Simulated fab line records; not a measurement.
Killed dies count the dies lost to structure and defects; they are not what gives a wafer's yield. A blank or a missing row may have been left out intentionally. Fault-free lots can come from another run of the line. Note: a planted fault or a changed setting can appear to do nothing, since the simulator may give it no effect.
Problem report, 8D (eight disciplines) form, completed by code / flow nandHarc / the parts of the form that need people (team, actions taken, sign-off) are left out

## 1. THE ISSUE
At NHARC_P_CONTACT_ETCH_31, oesProductAu averages 0.675 a.u. over 2 wafers from 2 lots, while fault-free wafers read 0.975 a.u., standard deviation 0.012. Measured from the usual mean, that is -25 standard deviations.
The step: etches the open film in CH3F/O2, target depth 30 nm, time 85.7 s.
Seen first at day 10 09:41 on rieDiel-11, wafer L957.2. The record has a number at this step for 36 wafers belonging to 12 lots. By rule, "out" or "out of limits" means more than 4 standard deviations away from the usual mean. The rest of the wafers with a number are treated as sound.

## 2. WHAT IT IS, WHAT IT ISN'T
question=which readings at this step | is=oesProductAu | is not=drypumpMotorCurrentA, rfFwdPowerW, rfVppV, showerheadPlenumPTorr, throttleValvePct
question=which lots | is=L957, L958 | is not=L947, L951, L952, L960, L962, L963, L966, L967, L968, L969
question=which wafers of those lots | is=L957.2, L958.4 | is not=L957.1, L957.3, L958.3, L958.6
question=read on which tools | is=rieDiel-11 | is not=rieDiel-07, rieDiel-12
question=when | is=from day 10 09:41 | is not=up to then (11 sound wafers); but 23 sound wafers of L958, L960, L962, L963, L966, L967, L968, L969 came after

## 3. WHAT RULES OUT EACH SUSPECT
Counting: a tool at a process step up to the reading stays a suspect if it ran every lot that is out. Sound lots after the first of them don't rule it out here, since some wafers of a struck lot are sound.
- plasmaAsher-01 at NHARC_P_GATE_STRIP_113 (strips in N2/H2, time 740 s): kept. It ran every lot that is out, first L957 (day 10 04:40).
- rieDiel-11 at NHARC_P_CONTACT_ETCH_31 (etches the open film in CH3F/O2, target depth 30 nm, time 85.7 s): kept. It ran every lot that is out, first L957 (day 10 09:41). Its own oesProductAu readings are out on those wafers.
- The sound lot-mates ran in chamber 0 of plasmaAsher-01 at NHARC_P_GATE_STRIP_113, but the wafers that are out ran in chamber 1.
- Within rieDiel-11 at NHARC_P_CONTACT_ETCH_31: the wafers that are out ran in chamber 2; their sound lot-mates ran in chambers 1, 3.
After counting, plasmaAsher-01 at NHARC_P_GATE_STRIP_113 and rieDiel-11 at NHARC_P_CONTACT_ETCH_31 remain.

## 4. THE CAUSE (what the simulator had put in)
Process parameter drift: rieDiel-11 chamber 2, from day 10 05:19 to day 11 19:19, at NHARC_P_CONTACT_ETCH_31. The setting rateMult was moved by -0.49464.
Of the 2 suspects that counting leaves, this tool is one.

## 5. THE CHAIN OF EFFECTS, in route order
Rows list readings where the struck wafers' mean (over those with a number) sits beyond 3 standard deviations from the usual. Scope: only readings with a usual standard deviation given in the record; hours: median across lots of the time from each lot's start at the first step in this table that gives one to its start at this step; sigmas: change in usual standard deviations.
hours=0; step=NHARC_P_CONTACT_ETCH_31; reading=oesProductAu; usual=0.975 a.u.; on struck wafers=0.675; change=-0.300; sigmas=-25
The process steps in it:
- NHARC_P_CONTACT_ETCH_31: etches the open film in CH3F/O2, target depth 30 nm, time 85.7 s.
Later steps that measure or inspect, where all struck wafers having a row at the step show a number for every such reading and not one has moved that far: NHARC_END_SORT_01.

## 6. HOW IT WOULD HAVE BEEN CAUGHT EARLIER
In this record no reading fell out of limits until day 10 09:41, 4 hours after the fault had begun at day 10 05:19.
